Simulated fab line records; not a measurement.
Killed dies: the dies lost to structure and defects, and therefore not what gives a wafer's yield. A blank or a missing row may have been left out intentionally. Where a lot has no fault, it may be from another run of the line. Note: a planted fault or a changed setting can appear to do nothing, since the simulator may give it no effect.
Problem report in the 8D (eight disciplines) form, filled by code || flow nand-harc || the parts of the form that need people (team, actions taken, sign-off) are left out

1. THE ISSUE
At NHARC_P_M2_CD_MEAS_09, cd-nm averages 178.6 nm over 2 wafers from 2 lots, while fault-free wafers read 170.0 nm, standard deviation 0.79. That is +11 standard deviations from the usual mean.
The step: target cd 170 nm.
Earliest sighting: wafer L233.1 on cd-sem-01 at day 8 09:05. Wafers with a number at this step in the record: 38, from 13 lots. By rule, "out" or "out of limits" means more than 4 standard deviations away from the usual mean. The other wafers with a number count as sound.

2. WHAT IT IS; WHAT IT IS NOT
{"question": "which readings at this step", "is": "cd-nm", "is not": "-"}
{"question": "which lots", "is": "L233, L235", "is not": "L229, L230, L231, L234, L241, L244, L246, L247, L248, L249, L250"}
{"question": "which wafers of those lots", "is": "L233.1, L235.1", "is not": "L233.4, L233.6, L235.4"}
{"question": "read on which gauges", "is": "cd-sem-01, cd-sem-03", "is not": "cd-sem-02"}
{"question": "when", "is": "from day 8 09:05", "is not": "up to then (11 sound wafers); but 25 sound wafers of L234, L235, L241, L244, L246, L247, L248, L249, L250 came after"}

3. SUSPECTS, AND WHAT RULES EACH OUT
Counting: if a tool at a process step up to the reading ran every lot that is out, it stays a suspect. Sound lots after the first of them don't rule it out here, since some wafers of a struck lot are sound.
- the gauge at NHARC_P_M2_CD_MEAS_09 is ruled out. The wafers that are out were read on 2 gauges (cd-sem-01, cd-sem-03).
- litho-track-06 at NHARC_P_M2_PEB_07 (peb time 65 s): kept. Every lot that is out went through it, the first being L233 (day 8 09:00); the last sound lot it ran before that was L231 (day 7 10:58).
Remaining after the count: litho-track-06 at NHARC_P_M2_PEB_07.

4. THE CAUSE (what the simulator had put in)
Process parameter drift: litho-track-06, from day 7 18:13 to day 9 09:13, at NHARC_P_M2_PEB_07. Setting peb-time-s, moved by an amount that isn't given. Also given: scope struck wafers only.
After counting, this tool was the only one left.

5. THE CHAIN OF EFFECTS, in route order
Each row: a reading where the mean over the struck wafers with a number is more than 3 standard deviations away from the usual. Readings are gone through only where the record gives a usual standard deviation; hours: the median, over the lots, of the time from a lot's start at the first step in this table giving one to that lot's start at this step; sigmas: the change measured in usual standard deviations.
{"hours": 0, "step": "NHARC_P_M2_CD_MEAS_09", "reading": "cd-nm", "usual": "170.0 nm", "on struck wafers": 178.6, "change": "+8.6", "sigmas": "+11"}
Later measuring or inspecting steps at which every struck wafer that the step has a row for has a number for every such reading, and none has moved that far: NHARC_P_M2_INSPECT_11, NHARC_END_SORT_01.

6. HOW IT WOULD HAVE BEEN CAUGHT EARLIER
The first out-of-limits reading at a measuring or inspecting step in this record came at day 8 09:05, 15 hours after the fault's start at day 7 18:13.
Among the 2 lots that are out, L235 began NHARC_P_M2_PEB_07 on litho-track-06 after day 8 09:05. A tool hold placed at that time would have kept it from harm.
